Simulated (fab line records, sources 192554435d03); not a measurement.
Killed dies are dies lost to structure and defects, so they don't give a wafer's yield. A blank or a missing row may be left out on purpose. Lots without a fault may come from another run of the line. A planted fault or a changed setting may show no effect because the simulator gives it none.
A struck lot beside a sound one | flow n5_finfet | 32 steps out of a route of 1938
Sound: wafers L916.1, L916.3, L916.6. Struck: wafer L922.5. (L922.1, L922.2 of the same lot were not struck and are left out.) The cause comes at the end.
At each step with rows: each side's tool, then ch and its chambers, then its first start. Under that, the readings that differ: sound wafers | struck wafers | difference of the means | sigmas: that difference in standard deviations of wafers without a fault.
alike: readings whose means differ by less than 2 such deviations, and words and numbers that are the same on both sides. not compared: withheld readings, readings that some wafer has no value for, bounds like >300 that may hide the same value, and numbers for which the record gives no deviation and whose values overlap.
The two part at a step that has a row with sigmas, a row that says differs or no value, or rows on one side only. Numbers that don't overlap but have no deviation are shown without sigmas and don't part them. A reading that every wafer of one side lacks parts them only if that side has two wafers or more.

first, 6 steps without rows for these wafers: N5_FIN_SAQP_PRECLEAN_42 (cleans in O3/DIW, time 60 s); N5_FIN_SAQP_PRECLEAN_00 (cleans in SC1, time 60 s); N5_FIN_SAQP_PRECLEAN_44 (cleans in SC2, time 45 s); N5_FIN_SAQP_SRD_01 (time 30 s); N5_FIN_SAQP_ALD_61 (deposits SiO2, target thk 4 nm, pulse time 1 s, purge time 2 s); N5_FIN_SAQP_DENSIFY_62 (time 60 s).
N5_FIN_SAQP_HM_DEP_03: deposits SiNx from SiH4/NH3/N2, target thk 38 nm, time 33.6 s.
  sound on pecvd-03 ch 0,1,2, day 1 21:40; struck on pecvd-04 ch 2, day 3 08:39
  alike: heater_power_w, showerhead_plenum_p_Torr, showerhead_vpp_V, throttle_valve_pct
N5_FIN_SAQP_THK_MEAS_05:
  sound on film_metro-01, day 1 21:45; struck on film_metro-02, day 3 08:44
  alike: thk_nm
N5_FIN_SAQP_PECVD_47: deposits a-Si from SiH4/He, target thk 45 nm, time 36.3 s.
  sound on pecvd-02 ch 1,2, day 1 21:47; struck on pecvd-04 ch 2, day 3 08:47
  reading                | sound          | struck | difference | sigmas
  throttle_valve_pct (%) | 19.6 19.1 19.7 | 17.1   | -2.4       | -2
  alike: heater_power_w, showerhead_plenum_p_Torr, showerhead_vpp_V
N5_FIN_SAQP_PECVD_48: deposits SiNx from SiH4/NH3/N2, target thk 25 nm, time 22.1 s.
  sound on pecvd-02 ch 1,2, day 1 21:49; struck on pecvd-04 ch 2, day 3 08:49
  reading                | sound          | struck | difference | sigmas
  throttle_valve_pct (%) | 42.9 42.1 43.2 | 37.7   | -5.0       | -2
  alike: heater_power_w, showerhead_plenum_p_Torr, showerhead_vpp_V
N5_FIN_SAQP_PECVD_06: deposits a-Si from SiH4/He, target thk 60 nm, time 48.1 s.
  sound on pecvd-02 ch 1,2, day 1 21:52; struck on pecvd-04 ch 2, day 3 08:52
  reading                | sound          | struck | difference | sigmas
  throttle_valve_pct (%) | 19.7 19.3 19.8 | 17.0   | -2.6       | -2
  alike: heater_power_w, showerhead_plenum_p_Torr, showerhead_vpp_V
N5_FIN_SAQP_THK_MEAS_07:
  sound on film_metro-01, day 1 21:57; struck on film_metro-01, day 3 08:57
  alike: thk_nm
N5_FIN_SAQP_HM_DEP_72: deposits SiO2 from SiH4/N2O, target thk 12 nm, time 7.2 s.
  sound on pecvd-03 ch 0,2, day 1 21:59; struck on pecvd-03 ch 2, day 3 08:59
  reading                                      | sound             | struck | difference | sigmas
  model.SiO2_of_FIN_SAQP_HM_DEP_72.thk_nm (nm) | 11.82 11.71 11.91 | 10.47  | -1.34      |
  alike: heater_power_w, showerhead_plenum_p_Torr, showerhead_vpp_V
then, 8 steps without rows for these wafers: N5_FIN_SAQP_COAT_49 (time 60 s, resist thk 100 nm); N5_FIN_SAQP_COAT_50 (time 60 s, resist thk 35 nm); N5_FIN_SAQP_COAT_10 (resist thk 90 nm); N5_FIN_SAQP_EBR_12; N5_FIN_SAQP_SOFTBAKE_11 (time 60 s); N5_FIN_SAQP_EXPOSE_13 (exposes mask FIN CORE, target cd 35.6 nm); N5_FIN_SAQP_PEB_14 (peb time 60 s); N5_FIN_SAQP_DEVELOP_15 (develop time 30 s).
N5_FIN_SAQP_CD_MEAS_16: target cd 35.6 nm.
  sound on cd_sem-03 ch 0, day 1 22:19; struck on cd_sem-01 ch 0, day 3 09:20
  alike: cd_nm
N5_FIN_SAQP_OVL_MEAS_17:
  sound on overlay-01 ch 0, day 1 22:21; struck on overlay-02 ch 0, day 3 09:22
  alike: FIN_CORE_OVL
N5_FIN_SAQP_INSPECT_18: inspects for defects (brightfield).
  sound on defect_inspect-02, day 1 22:23; struck on defect_inspect-01, day 3 09:24
  alike: raw_defect_count
then, 2 steps without rows for these wafers: N5_FIN_SAQP_DESCUM_21 (chemistry O2, time 7.9 s); N5_FIN_SAQP_ETCH_51 (etches SiARC in CF4, target depth 45.5 nm, time 75.8 s).
N5_FIN_SAQP_ETCH_52: etches SOC in N2/H2, target depth 100 nm, overetch 20 nm, time 150 s.
  sound on rie_diel-05 ch 0,3, day 1 22:30; struck on rie_diel-04 ch 3, day 3 09:31
  alike: drypump_motor_current_A, n2_flow_sccm, oes_product_au, rf_vpp_V, showerhead_plenum_p_Torr, throttle_valve_pct
  not compared: rf_hours_counter_h
then, 1 step without rows for these wafers: N5_FIN_SAQP_STRIP_53 (strips in N2/H2).
N5_FIN_SAQP_HM_OPEN_73: chemistry CHF3/O2, target SiO2, stops on a-Si, target depth 12 nm, time 16.8 s.
  sound on rie_diel-05 ch 0,3, day 1 22:37; struck on rie_diel-04 ch 3, day 3 09:38
  reading                  | sound             | struck | difference | sigmas
  model.etch.depth_nm (nm) | 11.82 11.71 11.91 | 10.47  | -1.34      |
  alike: CHF3_flow_sccm, drypump_motor_current_A, oes_product_au, rf_vpp_V, showerhead_plenum_p_Torr, throttle_valve_pct
  not compared: rf_hours_counter_h
then, 1 step without rows for these wafers: N5_FIN_SAQP_STRIP_74 (strips in CHF3/O2).
-- the record jumps here: 6 days lie between the struck wafers' starts before and after (it left off in module FIN_SAQP and takes up again in module BEOL_M4, whose first step shown is number 1111 of the route) --
N5_BEOL_M4_RC_MEAS_101:
  sound on prober-01 ch 0, day 8 06:16; struck on prober-02 ch 0, day 9 14:24
  alike: DIBL_N, DIBL_P, IOFF_N, IOFF_P, ION_N, ION_P, SS_N, SS_P, VT_N, VT_P
then, 1 step without rows for these wafers: N5_PASSIVATION_PROBE_49.

WHERE THEY PART
First at N5_FIN_SAQP_PECVD_47; last, within this record, at N5_FIN_SAQP_PECVD_06. Later steps at which nothing parts them and some readings are alike: N5_FIN_SAQP_THK_MEAS_07, N5_FIN_SAQP_HM_DEP_72, N5_FIN_SAQP_CD_MEAS_16, N5_FIN_SAQP_OVL_MEAS_17, N5_FIN_SAQP_INSPECT_18, N5_FIN_SAQP_ETCH_52, N5_FIN_SAQP_HM_OPEN_73, N5_BEOL_M4_RC_MEAS_101.

WHY: what the simulator had put in
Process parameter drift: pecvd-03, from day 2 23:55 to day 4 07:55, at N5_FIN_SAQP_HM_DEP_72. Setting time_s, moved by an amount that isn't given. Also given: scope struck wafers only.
